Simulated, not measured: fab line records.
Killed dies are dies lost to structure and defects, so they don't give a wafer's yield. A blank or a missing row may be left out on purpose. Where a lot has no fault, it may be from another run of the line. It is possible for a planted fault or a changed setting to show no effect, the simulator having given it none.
fab line records	flow nand_harc
record lots=14	wafers=42	last_day=33
route steps=1302 shown A_M0@1159 THIN_TSV@1269 END@1302
lots that met no fault: taken from a fault-free run of the same line
start_h: hours from the record's first day to the start of the lot's first wafer shown	wait_h: hours from the lot's prior step to this one	" repeats the value in the row above	L1.1+2: several wafers, shown together as one row	- either no value or no given start	* or withheld: withheld	< > ~ a bound
route shown NAME@n: names a module that has steps shown in the file, with the first one's number in the route	usual: mean and standard deviation over wafers with no fault	same: alike in all rows	chamber/n: place in a boat	sites: the reading at each site	_std_site: the standard deviation of these	_edge_site: inner sites' mean taken away from outer sites' mean	radius_mm: how far each site lies from the wafer's centre	mask NAME#n: copy n	behind: the tool/chamber that last shaped the wafer	hold: cause of the lot's hold/its duration in hours/its outcome	device: whichever transistor did not switch (one of n, p or np)	end of line: tests of these same wafers at the route's end	a step without rows: its recipe alone	killed: dies lost to structure and defects at the first sort, not the wafer's yield	map: shows each die of a wafer: x if killed, . if not, _ if none is there
set.NAME: the setting as run; set.NAME@STEP: as run at that earlier step	model.NAME: the simulator's own value behind a step, which no gauge read
a sample of lots followed through the steps of the route, with each step as a table and each wafer as a row
services: the hour from which a tool's chamber was out of use, counted from the record's first day as start_h (under 0 if before that day), plus the number of hours and why
## steps
# step NHARC_A_M0_PVD_21
# recipe target_thk_a=300	chamber_pressure_pa=5	power_w=5000	substrate_temp_c=30	time_s=20.49	material=Cu
# usual throttle_valve_pct=29.6/0.92
lot.wafer	tool	chamber	start_h	wait_h	throttle_valve_pct
L730.2	pvd_sputter-01	-	531.71	-	28.9
L730.3	"	-	"	"	29.3
L730.6	"	-	"	"	30.4
L733.3	pvd_sputter-02	-	549.70	-	29.8
L733.1	"	-	"	"	29.8
L733.5	"	-	"	"	29.4
L734.1	pvd_sputter-02	-	567.48	-	29.8
L734.2	"	-	"	"	29.6
L734.5	"	-	"	"	30.0
L736.1	pvd_sputter-01	-	581.49	-	30.3
L736.3	"	-	"	"	29.7
L736.5	"	-	"	"	30.5
L737.2	pvd_sputter-02	-	587.38	-	29.8
L737.1	"	-	"	"	30.0
L737.6	"	-	"	"	29.6
L735.4	pvd_sputter-03	-	589.64	-	28.2
L735.3	"	-	"	"	28.8
L735.1	"	-	"	"	30.7
L739.4	pvd_sputter-03	-	621.83	-	30.6
L739.6	"	-	"	"	28.4
L739.5	"	-	"	"	29.8
L740.4	pvd_sputter-02	-	635.64	-	29.4
L740.2	"	-	"	"	30.0
L740.5	"	-	"	"	29.8
L742.3	pvd_sputter-03	-	637.36	-	30.7
L742.4	"	-	"	"	28.7
L742.2	"	-	"	"	29.8
L744.3	pvd_sputter-03	-	663.81	-	28.0
L744.1	"	-	"	"	28.4
L744.5	"	-	"	"	28.3
L743.1	pvd_sputter-03	-	672.37	-	29.8
L743.5	"	-	"	"	29.9
L743.6	"	-	"	"	30.6
L751.1	pvd_sputter-03	-	734.24	-	28.8
L751.2	"	-	"	"	27.9
L751.3	"	-	"	"	31.6
L752.2	pvd_sputter-03	-	755.90	-	31.3
L752.1	"	-	"	"	28.4
L752.6	"	-	"	"	31.4
L753.3	pvd_sputter-03	-	756.52	-	31.4
L753.2	"	-	"	"	29.1
L753.1	"	-	"	"	28.1
# step NHARC_THIN_TSV_STRIP_62
# recipe power_w=1500	temp_c=250	time_s=20	chemistry=N2/H2
# usual drypump_motor_current_A=5.70/0.17	heater_power_w=360/25
lot.wafer	tool	chamber	start_h	wait_h	drypump_motor_current_A	heater_power_w	rf_hours_counter_h
L730.2	plasma_asher-02	0	558.24	-	5.54	355	29
L730.3	"	0	"	"	5.55	343	-
L730.6	"	1	"	"	5.96	376	-
L733.1	plasma_asher-02	1	576.17	-	5.98	372	31
L733.3	"	1	"	"	5.94	390	-
L733.5	"	1	"	"	5.96	386	-
L734.1	plasma_asher-01	0	595.68	-	5.76	341	13
L734.2	"	1	"	"	5.52	351	13
L734.5	"	1	"	"	5.55	345	-
L736.1	plasma_asher-01	0	606.40	-	5.76	336	15
L736.3	"	0	"	"	5.75	336	-
L736.5	"	0	"	"	5.78	348	-
L735.1	plasma_asher-01	1	614.87	-	5.54	347	16
L735.4	"	0	"	"	5.77	342	-
L735.3	"	1	"	"	5.54	350	-
L737.1	plasma_asher-02	0	615.90	-	5.53	366	1
L737.2	"	1	"	"	5.97	407	1
L737.6	"	1	"	"	5.94	402	-
L739.4	plasma_asher-01	1	648.89	-	5.55	347	-
L739.6	"	1	"	"	5.51	350	-
L739.5	"	0	"	"	5.76	343	-
L742.2	plasma_asher-02	0	663.75	-	5.52	364	14
L742.3	"	0	"	"	5.51	365	-
L742.4	"	1	"	"	5.97	400	-
L740.2	plasma_asher-02	1	664.75	-	5.98	406	14
L740.4	"	0	"	"	5.52	364	-
L740.5	"	1	"	"	5.96	408	-
L744.1	plasma_asher-02	0	692.45	-	5.54	362	21
L744.3	"	1	"	"	5.98	403	-
L744.5	"	0	"	"	5.55	364	-
L743.1	plasma_asher-02	1	702.16	-	5.95	390	25
L743.5	"	0	"	"	5.53	364	-
L743.6	"	1	"	"	5.96	396	-
L751.2	plasma_asher-02	0	762.05	-	5.52	361	37
L751.3	"	0	"	"	5.54	365	-
L753.2	plasma_asher-01	0	781.06	-	5.76	334	15
L753.3	"	1	"	"	5.58	355	-
L752.2	plasma_asher-01	1	782.22	-	5.58	358	15
# step NHARC_THIN_TSV_DEGAS_49
# recipe temp_c=300	time_s=120
# usual heater_power_w=467/33
lot.wafer	tool	chamber	start_h	wait_h	heater_power_w
L730.3	pvd_sputter-02	-	558.42	0.1	484
L730.2	"	-	"	"	475
L730.6	"	-	"	"	467
L733.3	pvd_sputter-01	-	576.32	0.1	458
L733.1	"	-	"	"	446
L733.5	"	-	"	"	449
L734.1	pvd_sputter-02	-	595.88	0.2	461
L734.2	"	-	"	"	472
L734.5	"	-	"	"	497
L736.3	pvd_sputter-01	-	606.57	0.1	492
L736.1	"	-	"	"	455
L736.5	"	-	"	"	473
L735.3	pvd_sputter-01	-	615.02	0.1	431
L735.1	"	-	"	"	495
L735.4	"	-	"	"	467
L737.1	pvd_sputter-03	-	616.10	0.2	392
L737.2	"	-	"	"	456
L737.6	"	-	"	"	502
L739.4	pvd_sputter-03	-	649.04	0.1	452
L739.6	"	-	"	"	450
L739.5	"	-	"	"	393
L742.3	pvd_sputter-02	-	663.92	0.1	531
L742.4	"	-	"	"	465
L742.2	"	-	"	"	472
L740.4	pvd_sputter-01	-	664.91	0.1	464
L740.2	"	-	"	"	475
L740.5	"	-	"	"	488
L744.3	pvd_sputter-03	-	692.62	0.1	513
L744.1	"	-	"	"	454
L744.5	"	-	"	"	454
L743.1	pvd_sputter-03	-	702.33	0.2	389
L743.5	"	-	"	"	440
L743.6	"	-	"	"	401
L751.2	pvd_sputter-03	-	762.21	0.1	501
L751.3	"	-	"	"	414
L753.3	pvd_sputter-03	-	781.27	0.1	405
L753.2	"	-	"	"	472
L752.2	pvd_sputter-01	-	782.39	0.1	440
# step NHARC_THIN_TSV_INSPECT_40
# usual raw_defect_count=540/95
lot.wafer	tool	chamber	start_h	wait_h	raw_defect_count
L730.2	defect_inspect-02	-	568.01	0.4	652
L730.3	"	-	"	"	607
L730.6	"	-	"	"	546
L733.1	defect_inspect-01	-	584.51	0.4	528
L733.3	"	-	"	"	485
L733.5	"	-	"	"	421
L734.1	defect_inspect-01	-	604.94	0.4	517
L734.2	"	-	"	"	483
L734.5	"	-	"	"	510
L736.1	defect_inspect-02	-	615.66	0.4	590
L736.3	"	-	"	"	457
L736.5	"	-	"	"	502
L737.1	defect_inspect-02	-	624.25	0.4	497
L737.2	"	-	"	"	483
L737.6	"	-	"	"	476
L735.1	defect_inspect-01	-	624.25	0.4	475
L735.3	"	-	"	"	448
L735.4	"	-	"	"	375
L739.4	defect_inspect-01	-	659.01	0.4	562
L739.5	"	-	"	"	540
L739.6	"	-	"	"	561
L742.2	defect_inspect-02	-	673.05	0.4	487
L742.3	"	-	"	"	419
L742.4	"	-	"	"	437
L740.2	defect_inspect-01	-	673.05	0.4	502
L740.4	"	-	"	"	603
L740.5	"	-	"	"	548
L744.1	defect_inspect-02	-	701.89	0.4	638
L744.3	"	-	"	"	605
L744.5	"	-	"	"	680
L743.1	defect_inspect-02	-	711.69	0.4	456
L743.5	"	-	"	"	518
L743.6	"	-	"	"	595
L751.2	defect_inspect-01	-	769.09	0.4	509
L751.3	"	-	"	"	482
L753.2	defect_inspect-01	-	790.19	0.4	464
L753.3	"	-	"	"	444
L752.2	defect_inspect-02	-	790.19	0.4	454
# step NHARC_END_SORT_01
# recipe temp_c=25
# usual defect_limited_yield=89.8/2.9	killed_at_array=65/19	killed_at_other=0.9/1.1	killed_at_periphery=3.5/2.3	killed_dies=69/19	killed_open=3.2/1.8	killed_short=2.4/1.5
# same gross_dies=677
lot.wafer	tool	chamber	start_h	wait_h	defect_limited_yield[%]	killed_at_array	killed_at_other	killed_at_periphery	killed_dies	killed_open	killed_short
L730.2	prober-01	0	574.76	2.8	91.3	55	0	4	59	2	1
L730.3	prober-01	0	575.55	3.1	90.7	60	0	3	63	3	2
L730.6	prober-01	0	577.93	4.0	90.8	59	1	2	62	2	1
L733.1	prober-02	0	587.53	2.5	93.1	43	1	3	47	2	3
L733.3	prober-02	0	589.12	3.1	91.1	55	1	4	60	4	1
L733.5	prober-02	0	590.71	3.7	92.8	44	3	2	49	1	2
L734.1	prober-02	0	608.03	2.5	89.2	69	1	3	73	1	6
L734.2	prober-02	0	608.83	2.8	90.5	59	1	4	64	4	6
L734.5	prober-02	0	611.26	3.7	88.5	75	2	1	78	5	1
L736.1	prober-01	0	618.74	2.5	88.6	72	0	5	77	4	2
L736.3	prober-01	0	620.33	3.1	86.6	86	1	4	91	4	1
L736.5	prober-01	0	621.93	3.7	87.6	82	0	2	84	3	1
L735.1	prober-01	0	627.30	2.5	95.4	28	2	1	31	4	2
L735.3	prober-01	0	628.89	3.1	94.5	31	2	4	37	5	3
L735.4	prober-01	0	629.69	3.4	96.2	23	1	2	26	3	0
L737.1	prober-02	0	627.31	2.5	92.0	49	0	5	54	2	3
L737.2	prober-02	0	628.11	2.8	90.8	52	1	9	62	7	2
L737.6	prober-02	0	631.32	4.0	90.5	53	0	11	64	4	4
L739.4	prober-02	0	664.45	3.4	86.1	93	0	1	94	10	3
L739.5	prober-02	0	665.26	3.7	84.5	101	0	4	105	2	1
L739.6	prober-02	0	666.06	4.0	86.6	87	0	4	91	3	2
L742.2	prober-01	0	676.87	2.8	88.5	72	1	5	78	4	5
L742.3	prober-01	0	677.68	3.1	88.5	76	0	2	78	2	1
L742.4	prober-01	0	678.50	3.4	90.4	62	1	2	65	4	3
L740.2	prober-02	0	684.67	2.8	87.1	84	0	3	87	4	2
L740.4	prober-02	0	686.26	3.4	86.0	91	0	4	95	7	4
L740.5	prober-02	0	687.05	3.7	86.4	87	2	3	92	7	0
L744.1	prober-01	0	704.96	2.5	88.5	78	0	0	78	1	0
L744.3	prober-01	0	706.55	3.1	89.2	70	0	3	73	5	2
L744.5	prober-01	0	708.15	3.7	88.9	75	0	0	75	2	5
L743.1	prober-02	0	714.74	2.5	91.4	53	0	5	58	4	1
L743.5	prober-02	0	717.98	3.7	92.5	45	0	6	51	2	4
L743.6	prober-02	0	718.79	4.1	92.0	51	0	3	54	0	1
L751.1	prober-01	0	772.11	2.5	0	670	3	4	677	5	3
L751.2	prober-01	0	772.92	2.8	90.4	62	1	2	65	1	3
L751.3	prober-01	0	773.72	3.1	90.0	66	1	1	68	2	3
L753.1	prober-01	0	793.23	2.5	0	674	1	2	677	0	3
L753.2	prober-01	0	794.02	2.8	92.0	50	2	2	54	1	1
L753.3	prober-01	0	794.81	3.1	91.4	55	1	2	58	6	2
L752.1	prober-02	0	793.28	2.5	0	677	0	0	677	1	0
L752.2	prober-02	0	794.07	2.8	89.5	68	1	2	71	6	4
L752.6	prober-02	0	797.25	4.0	0	676	0	1	677	3	1
# killed by level:class
L730.2 A_CHANNEL_HOLE_D2:chamber_film_flake=32 A_CHANNEL_HOLE_D1:chamber_film_flake=18 P_STI:chamber_film_flake=2 A_STAIRCASE:chamber_film_flake=2 P_M1:geometric_particle:short=1 A_ONON_D2:geometric_particle:open=1 A_CONTACT:geometric_particle:open=1 P_BONDPAD:chamber_film_flake=1
L730.3 A_CHANNEL_HOLE_D2:chamber_film_flake=26 A_CHANNEL_HOLE_D1:chamber_film_flake=22 P_GATE:chamber_film_flake=2 A_STAIRCASE:chamber_film_flake=2 A_WL_FILL:chamber_film_flake=2 A_CONTACT:chamber_film_flake=2 A_SOURCE_PLATE:geometric_particle:open=1 A_DECK1_JOINT:geometric_particle:short=1
L730.6 A_CHANNEL_HOLE_D1:chamber_film_flake=28 A_CHANNEL_HOLE_D2:chamber_film_flake=23 A_CONTACT:chamber_film_flake=4 A_CHANNEL_FILL_D2:geometric_particle:open=1 A_M0:geometric_particle:open=1 STARTING-WAFER:geometric_particle:short=1 P_ZERO_WELL:chamber_film_flake=1 P_STI:chamber_film_flake=1
L733.1 A_SLIT:chamber_film_flake=20 A_CHANNEL_HOLE_D2:chamber_film_flake=7 A_CONTACT:chamber_film_flake=6 A_WL_FILL:chamber_film_flake=3 P_GATE:chamber_film_flake=2 A_CHANNEL_HOLE_D1:chamber_film_flake=2 P_CONTACT:geometric_particle:open=1 A_SGD_CUT:geometric_particle:open=1
L733.3 A_SLIT:chamber_film_flake=24 A_CHANNEL_HOLE_D2:chamber_film_flake=13 A_CONTACT:chamber_film_flake=10 A_STAIRCASE:chamber_film_flake=3 A_WL_FILL:geometric_particle:open=2 A_WL_FILL:chamber_film_flake=2 P_GATE:geometric_particle:open=1 P_M0:geometric_particle:open=1
L733.5 A_SLIT:chamber_film_flake=19 A_CHANNEL_HOLE_D2:chamber_film_flake=9 A_CONTACT:chamber_film_flake=5 A_CHANNEL_HOLE_D1:chamber_film_flake=3 HYBRID_BOND:chamber_film_flake=3 A_STAIRCASE:chamber_film_flake=3 A_SOURCE_PLATE:geometric_particle:short=1 A_CHANNEL_FILL_D1:geometric_particle:short=1
L734.1 A_CHANNEL_HOLE_D1:chamber_film_flake=29 A_CHANNEL_HOLE_D2:chamber_film_flake=25 A_CONTACT:chamber_film_flake=4 A_SGD_CUT:geometric_particle:short=2 P_STI:chamber_film_flake=2 A_CHANNEL_FILL_D2:chamber_film_flake=2 A_STAIRCASE:chamber_film_flake=2 P_CONTACT:geometric_particle:open=1
L734.2 A_CHANNEL_HOLE_D2:chamber_film_flake=24 A_CHANNEL_HOLE_D1:chamber_film_flake=18 A_CONTACT:chamber_film_flake=4 A_SGD_CUT:geometric_particle:short=2 P_GATE:chamber_film_flake=2 A_SLIT:chamber_film_flake=2 P_CONTACT:geometric_particle:open=1 A_ONON_D1:geometric_particle:short=1
L734.5 A_CHANNEL_HOLE_D1:chamber_film_flake=29 A_CHANNEL_HOLE_D2:chamber_film_flake=28 A_CONTACT:chamber_film_flake=7 A_STAIRCASE:chamber_film_flake=2 A_WL_FILL:geometric_particle:open=2 A_BLC:chamber_film_flake=2 THIN_TSV:chamber_film_flake=2 P_STI:geometric_particle:open=1
L736.1 A_CHANNEL_HOLE_D2:chamber_film_flake=32 A_SLIT:chamber_film_flake=26 A_CHANNEL_HOLE_D1:chamber_film_flake=5 P_M0:geometric_particle:open=2 P_GATE:chamber_film_flake=2 A_BLC:chamber_film_flake=2 A_M0:chamber_film_flake=2 A_ONON_D1:geometric_particle:short=1
L736.3 A_SLIT:chamber_film_flake=35 A_CHANNEL_HOLE_D2:chamber_film_flake=34 A_M0:chamber_film_flake=5 A_CHANNEL_HOLE_D1:chamber_film_flake=4 A_STAIRCASE:chamber_film_flake=3 P_ZERO_WELL:chamber_film_flake=2 P_M0:geometric_particle:open=1 A_ONON_D1:geometric_particle:open=1
L736.5 A_CHANNEL_HOLE_D2:chamber_film_flake=30 A_SLIT:chamber_film_flake=30 A_CHANNEL_HOLE_D1:chamber_film_flake=7 A_M0:chamber_film_flake=4 A_STAIRCASE:chamber_film_flake=2 A_CONTACT:chamber_film_flake=2 A_BLC:chamber_film_flake=2 A_CHANNEL_FILL_D1:geometric_particle:open=1
L735.1 A_CHANNEL_HOLE_D2:chamber_film_flake=12 A_STAIRCASE:chamber_film_flake=3 A_CHANNEL_HOLE_D1:chamber_film_flake=2 THIN_TSV:chamber_film_flake=2 A_SOURCE_PLATE:geometric_particle:open=1 A_ONON_D1:geometric_particle:short=1 A_CHANNEL_FILL_D1:geometric_particle:short=1 A_CHANNEL_FILL_D2:geometric_particle:open=1
L737.1 A_CHANNEL_HOLE_D1:chamber_film_flake=25 A_CHANNEL_HOLE_D2:chamber_film_flake=16 P_GATE:chamber_film_flake=4 A_CONTACT:chamber_film_flake=3 A_ONON_D1:geometric_particle:open=2 P_CONTACT:geometric_particle:short=1 A_WL_FILL:geometric_particle:short=1 A_M0:geometric_particle:short=1
L737.2 A_CHANNEL_HOLE_D1:chamber_film_flake=28 A_CHANNEL_HOLE_D2:chamber_film_flake=10 A_CONTACT:chamber_film_flake=5 P_GATE:chamber_film_flake=3 P_M0:chamber_film_flake=3 P_M0:geometric_particle:open=2 A_STAIRCASE:chamber_film_flake=2 P_CONTACT:geometric_particle:open=1
L735.3 A_CHANNEL_HOLE_D2:chamber_film_flake=17 A_WL_FILL:chamber_film_flake=6 A_WL_FILL:geometric_particle:open=2 P_GATE:chamber_film_flake=2 P_CONTACT:geometric_particle:open=1 P_M1:geometric_particle:short=1 A_CHANNEL_HOLE_D2:geometric_particle:short=1 A_CHANNEL_FILL_D2:geometric_particle:open=1
L735.4 A_CHANNEL_HOLE_D2:chamber_film_flake=9 A_WL_FILL:chamber_film_flake=6 A_CHANNEL_HOLE_D1:chamber_film_flake=3 A_STAIRCASE:chamber_film_flake=3 P_M0:geometric_particle:open=2 A_CHANNEL_HOLE_D2:geometric_particle:open=1 A_SLIT:chamber_film_flake=1 THIN_TSV:chamber_film_flake=1
L737.6 A_CHANNEL_HOLE_D1:chamber_film_flake=32 A_CHANNEL_HOLE_D2:chamber_film_flake=12 P_M0:chamber_film_flake=7 P_GATE:chamber_film_flake=2 A_STAIRCASE:chamber_film_flake=2 P_CONTACT:geometric_particle:short=1 P_M0:geometric_particle:open=1 A_CHANNEL_FILL_D1:geometric_particle:open=1
L739.4 A_SLIT:chamber_film_flake=30 A_CHANNEL_HOLE_D1:chamber_film_flake=28 A_CHANNEL_HOLE_D2:chamber_film_flake=9 A_STAIRCASE:chamber_film_flake=4 A_CONTACT:chamber_film_flake=4 A_CONTACT:geometric_particle:open=3 A_WL_FILL:geometric_particle:short=2 A_WL_FILL:chamber_film_flake=2
L739.5 A_SLIT:chamber_film_flake=38 A_CHANNEL_HOLE_D1:chamber_film_flake=30 A_CHANNEL_HOLE_D2:chamber_film_flake=19 A_CONTACT:chamber_film_flake=3 A_BONDPAD:chamber_film_flake=3 P_M1:chamber_film_flake=2 A_STAIRCASE:chamber_film_flake=2 P_CONTACT:geometric_particle:short=1
L739.6 A_SLIT:chamber_film_flake=34 A_CHANNEL_HOLE_D1:chamber_film_flake=25 A_CHANNEL_HOLE_D2:chamber_film_flake=15 A_STAIRCASE:chamber_film_flake=3 A_SGD_CUT:geometric_particle:open=2 P_M1:chamber_film_flake=2 A_CHANNEL_FILL_D2:chamber_film_flake=2 A_ONON_D1:geometric_particle:short=1
L742.2 A_CHANNEL_HOLE_D1:chamber_film_flake=33 A_CHANNEL_HOLE_D2:chamber_film_flake=19 A_STAIRCASE:chamber_film_flake=5 A_CONTACT:chamber_film_flake=5 A_CHANNEL_FILL_D1:geometric_particle:short=3 P_ZERO_WELL:chamber_film_flake=2 P_STI:chamber_film_flake=2 P_GATE:geometric_particle:open=1
L742.3 A_CHANNEL_HOLE_D1:chamber_film_flake=37 A_CHANNEL_HOLE_D2:chamber_film_flake=18 A_CONTACT:chamber_film_flake=10 A_STAIRCASE:chamber_film_flake=4 A_WL_FILL:chamber_film_flake=4 P_CONTACT:geometric_particle:open=1 P_M0:geometric_particle:open=1 A_CHANNEL_FILL_D2:geometric_particle:short=1
L742.4 A_CHANNEL_HOLE_D1:chamber_film_flake=32 A_CHANNEL_HOLE_D2:chamber_film_flake=19 A_CHANNEL_FILL_D1:geometric_particle:short=2 A_STAIRCASE:chamber_film_flake=2 A_CONTACT:chamber_film_flake=2 P_CONTACT:geometric_particle:open=1 P_M1:geometric_particle:open=1 A_ONON_D2:geometric_particle:open=1
L740.2 A_CHANNEL_HOLE_D1:chamber_film_flake=34 A_SLIT:chamber_film_flake=31 A_STAIRCASE:chamber_film_flake=7 A_CHANNEL_FILL_D1:chamber_film_flake=2 A_WL_FILL:chamber_film_flake=2 P_CONTACT:geometric_particle:short=1 A_ONON_D2:geometric_particle:open=1 A_SGD_CUT:geometric_particle:short=1
L740.4 A_CHANNEL_HOLE_D1:chamber_film_flake=36 A_SLIT:chamber_film_flake=34 A_STAIRCASE:chamber_film_flake=7 A_SGD_CUT:chamber_film_flake=3 A_DECK1_JOINT:geometric_particle:short=2 A_ONON_D2:geometric_particle:open=2 A_CHANNEL_FILL_D2:geometric_particle:open=2 P_STI:chamber_film_flake=2
L740.5 A_SLIT:chamber_film_flake=34 A_CHANNEL_HOLE_D1:chamber_film_flake=30 A_SGD_CUT:chamber_film_flake=6 A_STAIRCASE:chamber_film_flake=4 A_CONTACT:chamber_film_flake=3 A_CHANNEL_HOLE_D2:chamber_film_flake=2 A_WL_FILL:chamber_film_flake=2 THIN_TSV:chamber_film_flake=2
L744.1 A_SLIT:chamber_film_flake=40 A_CHANNEL_HOLE_D1:chamber_film_flake=31 A_SGD_CUT:chamber_film_flake=2 A_CONTACT:chamber_film_flake=2 A_CHANNEL_HOLE_D2:geometric_particle:open=1 A_CHANNEL_FILL_D1:chamber_film_flake=1 A_CHANNEL_HOLE_D2:chamber_film_flake=1
L744.3 A_CHANNEL_HOLE_D1:chamber_film_flake=32 A_SLIT:chamber_film_flake=31 A_WL_FILL:chamber_film_flake=2 P_CONTACT:geometric_particle:open=1 P_M1:geometric_particle:short=1 P_M1:geometric_particle:open=1 A_ONON_D2:geometric_particle:short=1 A_ONON_D2:geometric_particle:open=1
L744.5 A_SLIT:chamber_film_flake=37 A_CHANNEL_HOLE_D1:chamber_film_flake=25 A_DECK1_JOINT:chamber_film_flake=3 A_SOURCE_PLATE:geometric_particle:short=1 A_CHANNEL_FILL_D1:geometric_particle:short=1 A_DECK1_JOINT:geometric_particle:short=1 A_WL_FILL:geometric_particle:short=1 A_WL_FILL:geometric_particle:open=1
L743.1 A_CHANNEL_HOLE_D2:chamber_film_flake=19 A_CONTACT:chamber_film_flake=10 A_CHANNEL_HOLE_D1:chamber_film_flake=8 A_SGD_CUT:chamber_film_flake=5 A_WL_FILL:chamber_film_flake=4 P_GATE:chamber_film_flake=3 A_M0:geometric_particle:open=2 A_SLIT:chamber_film_flake=2
L743.5 A_CHANNEL_HOLE_D2:chamber_film_flake=19 A_CHANNEL_HOLE_D1:chamber_film_flake=8 A_CONTACT:chamber_film_flake=8 P_GATE:chamber_film_flake=3 A_SGD_CUT:chamber_film_flake=2 A_M1:chamber_film_flake=2 P_GATE:geometric_particle:short=1 P_CONTACT:geometric_particle:open=1
L743.6 A_CHANNEL_HOLE_D2:chamber_film_flake=13 A_CHANNEL_HOLE_D1:chamber_film_flake=10 A_CONTACT:chamber_film_flake=8 A_SGD_CUT:chamber_film_flake=5 A_SLIT:chamber_film_flake=4 A_WL_FILL:chamber_film_flake=4 A_DECK1_JOINT:chamber_film_flake=2 A_CHANNEL_FILL_D2:chamber_film_flake=2
L751.1 A_M0:area_pvd=595 A_CHANNEL_HOLE_D2:chamber_film_flake=36 A_CHANNEL_HOLE_D1:chamber_film_flake=19 A_SLIT:chamber_film_flake=7 A_STAIRCASE:chamber_film_flake=5 P_BONDPAD:chamber_film_flake=3 A_CONTACT:geometric_particle:open=2 A_CONTACT:chamber_film_flake=2
L751.2 A_CHANNEL_HOLE_D2:chamber_film_flake=29 A_CHANNEL_HOLE_D1:chamber_film_flake=15 A_SLIT:chamber_film_flake=8 A_STAIRCASE:chamber_film_flake=4 P_GATE:chamber_film_flake=2 A_WL_FILL:chamber_film_flake=2 A_CHANNEL_HOLE_D1:geometric_particle:short=1 A_CHANNEL_FILL_D1:geometric_particle:short=1
L751.3 A_CHANNEL_HOLE_D2:chamber_film_flake=32 A_SLIT:chamber_film_flake=14 A_CHANNEL_HOLE_D1:chamber_film_flake=8 A_STAIRCASE:chamber_film_flake=3 A_CONTACT:chamber_film_flake=3 A_BLC:geometric_particle:open=2 A_ONON_D2:geometric_particle:short=1 A_CHANNEL_HOLE_D2:geometric_particle:short=1
L753.1 A_M0:area_pvd=615 A_CHANNEL_HOLE_D2:chamber_film_flake=32 A_SLIT:chamber_film_flake=13 A_CONTACT:chamber_film_flake=8 P_GATE:chamber_film_flake=2 A_STAIRCASE:chamber_film_flake=2 A_CHANNEL_FILL_D2:geometric_particle:short=1 A_WL_FILL:geometric_particle:short=1
L752.1 A_M0:area_pvd=617 A_SLIT:chamber_film_flake=34 A_CONTACT:chamber_film_flake=14 A_CHANNEL_HOLE_D2:chamber_film_flake=4 A_STAIRCASE:chamber_film_flake=4 A_CHANNEL_HOLE_D1:chamber_film_flake=2 A_SGD_CUT:geometric_particle:open=1 A_CHANNEL_FILL_D1:chamber_film_flake=1
L753.2 A_CHANNEL_HOLE_D2:chamber_film_flake=30 A_STAIRCASE:chamber_film_flake=9 A_SLIT:chamber_film_flake=4 A_BLC:chamber_film_flake=2 THIN_TSV:chamber_film_flake=2 A_DECK1_JOINT:geometric_particle:open=1 A_CHANNEL_HOLE_D2:geometric_particle:short=1 P_STI:chamber_film_flake=1
L752.2 A_SLIT:chamber_film_flake=36 A_CONTACT:chamber_film_flake=10 A_STAIRCASE:chamber_film_flake=5 A_CHANNEL_HOLE_D2:chamber_film_flake=4 A_CHANNEL_HOLE_D1:unspecified=3 A_ONON_D1:geometric_particle:short=2 A_M0:geometric_particle:open=2 A_DECK1_JOINT:geometric_particle:short=1
L753.3 A_CHANNEL_HOLE_D2:chamber_film_flake=31 A_SLIT:chamber_film_flake=8 A_CONTACT:chamber_film_flake=5 A_WL_FILL:geometric_particle:short=2 A_M0:geometric_particle:open=2 P_M0:geometric_particle:open=1 A_SOURCE_PLATE:geometric_particle:open=1 A_CHANNEL_HOLE_D2:geometric_particle:open=1
L752.6 A_M0:area_pvd=624 A_SLIT:chamber_film_flake=30 A_STAIRCASE:chamber_film_flake=6 A_CONTACT:chamber_film_flake=6 A_CHANNEL_HOLE_D1:chamber_film_flake=3 A_CHANNEL_HOLE_D1:unspecified=2 P_CONTACT:geometric_particle:open=1 A_CHANNEL_FILL_D1:geometric_particle:open=1
## services
tool	chamber	start_h	hours	kind
plasma_asher-01	-	519.18	9.0	pm
plasma_asher-01	0	519.18	9.0	vent_cycle
plasma_asher-01	1	519.18	9.0	vent_cycle
pvd_sputter-03	-	526.33	10.0	pm
plasma_asher-01	0	528.18	-	clean
plasma_asher-01	1	528.18	-	clean
plasma_asher-02	-	568.63	3.5	repair
pvd_sputter-01	-	582.69	10.0	pm
pvd_sputter-02	-	589.95	0.8	repair
plasma_asher-02	-	603.32	9.0	pm
plasma_asher-02	0	603.32	9.0	vent_cycle
plasma_asher-02	1	603.32	9.0	vent_cycle
plasma_asher-02	0	612.32	-	clean
plasma_asher-02	1	612.32	-	clean
pvd_sputter-02	-	638.45	10.0	pm
plasma_asher-01	-	679.40	0.5	repair
plasma_asher-01	-	696.18	9.0	pm
pvd_sputter-03	-	704.33	10.0	pm
pvd_sputter-03	-	716.58	1.0	repair
pvd_sputter-01	-	756.42	1.1	repair
pvd_sputter-01	-	760.69	10.0	pm
plasma_asher-02	-	780.32	9.0	pm
plasma_asher-02	0	780.32	9.0	vent_cycle
plasma_asher-02	1	780.32	9.0	vent_cycle
## key
first_sign step=NHARC_END_SORT_01	reading=killed_at_array	direction=up	sigmas=32	usual=65	struck=674
effect step=NHARC_END_SORT_01	reading=defect_limited_yield	direction=down	sigmas=31	usual=89.8	struck=0
more_kills_born_at NHARC_A_M0_PVD_21@pvd_sputter-03=2451
met_at NHARC_A_M0_PVD_21
struck_lots L751,L752,L753
struck_wafers L751.1,L752.1,L752.6,L753.1
later_rows_left_out L751.1,L752.1,L752.6,L753.1
not_acting_at NHARC_THIN_TSV_STRIP_62,NHARC_THIN_TSV_DEGAS_49,NHARC_THIN_TSV_INSPECT_40
onset_between 672.37 734.24
fault kind=process_parameter_drift	tool=pvd_sputter-03	chamber=-	onset_h=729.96	steps=NHARC_A_M0_PVD_21	channel=target_thk_a	offset=*	shape=step	end_h=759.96	scope=struck_wafers_only	acts_in=*	stated=*
# later_rows_left_out: the simulator's readings of these wafers behind a module that went badly wrong aren't trusted and aren't shown, but for the sort
